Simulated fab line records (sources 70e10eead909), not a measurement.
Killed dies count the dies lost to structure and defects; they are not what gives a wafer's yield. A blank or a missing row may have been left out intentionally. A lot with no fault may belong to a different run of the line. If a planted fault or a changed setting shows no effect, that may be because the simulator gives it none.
8D (eight disciplines) problem report, filled in by code    flow nand-harc    the parts of the form that need people (team, actions taken, sign-off) are left out

## 1. WHAT WENT WRONG
Wafers without a fault read 80.0 nm, standard deviation 0.57; cd-nm at NHARC_A_M0_CD_MEAS_09 reads a mean of 92.6 nm on 12 wafers belonging to 4 lots. That puts it +22 standard deviations away from the usual mean.
The step: target cd 80 nm.
The first sign was on wafer L654.3 at day 27 09:35, on cd-sem-01. Wafers with a number at this step in the record: 33, from 11 lots. The rule behind "out" and "out of limits": a value lying over 4 standard deviations away from the usual mean. The other wafers with a number count as sound.

## 2. WHAT IT IS, AND WHAT IT ISN'T
question                     is                               is not
which readings at this step  cd-nm                            -
which lots                   L654, L655, L656, L657           L645, L646, L647, L648, L662, L664, L666
which wafers of those lots   all that have a number           -
read on which gauges         cd-sem-01, cd-sem-02, cd-sem-03  -
when                         from day 27 09:35                up to then (12 sound wafers); but 9 sound wafers of L662, L664, L666 came after

## 3. THE SUSPECTS, EACH WITH WHAT RULES IT OUT
Counting: a tool at any process step up to the reading remains a suspect when it ran all the lots that are out and ran no sound lot after the first of those.
- the gauge at NHARC_A_M0_CD_MEAS_09 is ruled out. 3 gauges (cd-sem-01, cd-sem-02, cd-sem-03) read the wafers that are out.
- arfi-scanner-02 at NHARC_A_M0_EXPOSE_06 (exposes mask A M0, target cd 80 nm): kept. Every lot that is out went through it, starting with L654 (day 27 09:27), and after that it ran no sound lot; the last sound lot it ran before then is L647 (day 24 00:45). Out on those wafers are its own readings of exposure-dose-mJ-cm2.
The count leaves arfi-scanner-02 at NHARC_A_M0_EXPOSE_06.

## 4. THE CAUSE (what the simulator had put in)
Drift in process parameters on arfi-scanner-02 at NHARC_A_M0_EXPOSE_06, starting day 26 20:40. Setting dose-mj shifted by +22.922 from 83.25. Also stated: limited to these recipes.
After counting, this tool was the only one left.

## 5. SEQUENCE OF EFFECTS, ordered by route
Each row: a reading whose mean over the struck wafers that have a number lies more than 3 standard deviations from the usual. Readings are gone through only where the record gives a usual standard deviation; hours: the median, over the lots, of the time from a lot's start at the first step in this table giving one to that lot's start at this step; sigmas: the change measured in usual standard deviations.
hours  step                   reading               usual    on struck wafers  change  sigmas
0      NHARC_A_M0_EXPOSE_06   exposure-dose-mJ-cm2  83.25    100.89            +17.64  +99 or more
0      NHARC_A_M0_CD_MEAS_09  cd-nm                 80.0 nm  92.6              +12.6   +22
1      NHARC_A_M0_CD_MEAS_16  cd-nm                 80.0 nm  92.3              +12.3   +14
Process steps it contains:
- NHARC_A_M0_EXPOSE_06: exposes mask A M0, target cd 80 nm.
Later measuring or inspecting steps at which every struck wafer that the step has a row for has a number for every such reading, and none has moved that far: NHARC_END_SORT_01.

## 6. HOW IT WOULD HAVE BEEN CAUGHT EARLIER
In this record the first reading out of limits at a measuring or inspecting step was taken at day 27 09:35, 13 hours after the fault began at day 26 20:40.
Tool's own readings at NHARC_A_M0_EXPOSE_06, exposure-dose-mJ-cm2: out on all struck wafers the step has rows for; an alarm limit on them would have tripped on the first.
Of the lots that are out (4), L655, L656, L657 began NHARC_A_M0_EXPOSE_06 on arfi-scanner-02 after day 27 09:35. A hold on the tool at that time would have spared those 3.
